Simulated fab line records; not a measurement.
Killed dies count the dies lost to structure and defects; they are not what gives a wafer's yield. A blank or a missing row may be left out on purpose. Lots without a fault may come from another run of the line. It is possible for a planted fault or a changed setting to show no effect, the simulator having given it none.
Split-lot trial    flow n5_finfet    on a route of 1938 steps: 7 lots, 21 wafers read

== ABOUT THE SPLIT ==
At N5_BEOL_M0_SAQP_ALD_48 (deposits SiO2, target thk 20 nm, pulse time 1 s, co reactant pulse time 1 s), the setting ald_cycles was moved away from the recipe's 139 on 7 of the 21 wafers read, by -13.7% to +12.9%. The other wafers ran this setting at the recipe's value.

The file shows no step between the split and the reading.

== THE READING ==
SiO2_of_BEOL_M0_SAQP_ALD_48.thk_nm (the simulator's own value, which no gauge read), in nm, at N5_BEOL_M0_SAQP_ETCH_49 (etches SiO2 in CF4/O2, target depth 37 nm). No usual value for it is given in the file. The 14 wafers here that ran the recipe average 14.5 nm, standard deviation 0.43 nm.

wafer   tool, chamber at the split  ald_cycles as run  against the recipe  SiO2_of_BEOL_M0_SAQP_ALD_48.thk_nm, nm  against lot-mates on the recipe
L083.1  ald_sin-02, 3,2             150                +7.9%               15.6                                    +1.6
L083.3  ald_sin-02, 0               139                recipe              14                                      -
L083.4  ald_sin-02, 3,2             150                +7.9%               15.8                                    +1.8
L085.2  ald_sin-02, 3               120                -13.7%              13.2                                    -1.4
L085.3  ald_sin-02, 1               139                recipe              14.6                                    -
L085.6  ald_sin-02, 3               120                -13.7%              12.8                                    -1.8
L089.4  ald_sin-02, 1,2             139                recipe              14.8                                    -
L089.5  ald_sin-02, 3               139                recipe              15                                      -
L089.6  ald_sin-02, 1,2             139                recipe              14                                      -
L090.1  ald_sin-04, 3               139                recipe              14.6                                    -
L090.5  ald_sin-04, 3               139                recipe              14.6                                    -
L090.2  ald_sin-04, 2               139                recipe              13.8                                    -
L092.1  ald_sin-02, 3,2             139                recipe              15                                      -
L092.2  ald_sin-02, 3,2             139                recipe              14.2                                    -
L092.5  ald_sin-02, 3               139                recipe              15.4                                    -
L094.1  ald_sin-04, 1               139                recipe              14.4                                    -
L094.4  ald_sin-04, 2               139                recipe              14.6                                    -
L094.5  ald_sin-04, 1               146                +5.0%               15                                      +0.5
L095.2  ald_sin-04, 0               157                +12.9%              16                                      +1.8
L095.4  ald_sin-04, 1               139                recipe              14.2                                    -
L095.6  ald_sin-04, 2               157                +12.9%              16.2                                    +2.0
Where a row lists several chambers, the file gives one row for several wafers and doesn't say which wafer went through which chamber.

THE FIT
A straight line over all 21 wafers: SiO2_of_BEOL_M0_SAQP_ALD_48.thk_nm changes by +0.12 nm for each +1% of ald_cycles; r = +0.90; the points scatter about the line by 0.39 nm.
The same after taking each lot's own level away (the mean of its wafers on the recipe; 21 wafers): +0.14 nm for each +1%; r = +0.93; scatter 0.38 nm.
On that fit, the largest move of ald_cycles shifts the reading by 1.9 nm.
The lots' own levels span 14.00 to 14.87 nm, that is 2.0 times the standard deviation above.
In other words, the slope is changed by the lot-to-lot level; the two fits disagree.
Check: with one of the wafers moved furthest among these (-13.7%) left out of the fit, the line predicts -2.02 nm for it against its lot-mates. It came out at -1.4 nm against them.

== THE OTHER SPLITS THESE WAFERS WENT THROUGH ==
Before the reading, these wafers also passed through other splits. Each is held against what the fit with the lots' levels taken away leaves over:
other split on the same wafers    wafers away from the commonest value  r with SiO2_of_BEOL_M0_SAQP_ALD_48.thk_nm (lot level and that fit taken away)
N5_BEOL_M0_SAQP_ETCH_88 source_w  9                                     -0.19

== THE WHOLE CHAIN: every reading that the file lists as answering this split, in the file's order ==
step                     what it does                                                                 reading                                                                              change (the file's fit)                r (the file's)
N5_BEOL_M0_SAQP_ALD_48   deposits SiO2, target thk 20 nm, pulse time 1 s, co reactant pulse time 1 s  SiO2_of_BEOL_M0_SAQP_ALD_48.thk_nm (the simulator's own value, which no gauge read)  +0.197 nm for each +1% of the setting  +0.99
N5_BEOL_M0_SAQP_ETCH_49  etches SiO2 in CF4/O2, target depth 37 nm                                    SiO2_of_BEOL_M0_SAQP_ALD_48.thk_nm (the simulator's own value, which no gauge read)  +0.141 nm for each +1% of the setting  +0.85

== THE FILE'S OWN FIT ==
SiO2_of_BEOL_M0_SAQP_ALD_48.thk_nm changes by +0.141 nm for each +1% of ald_cycles, r = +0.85.
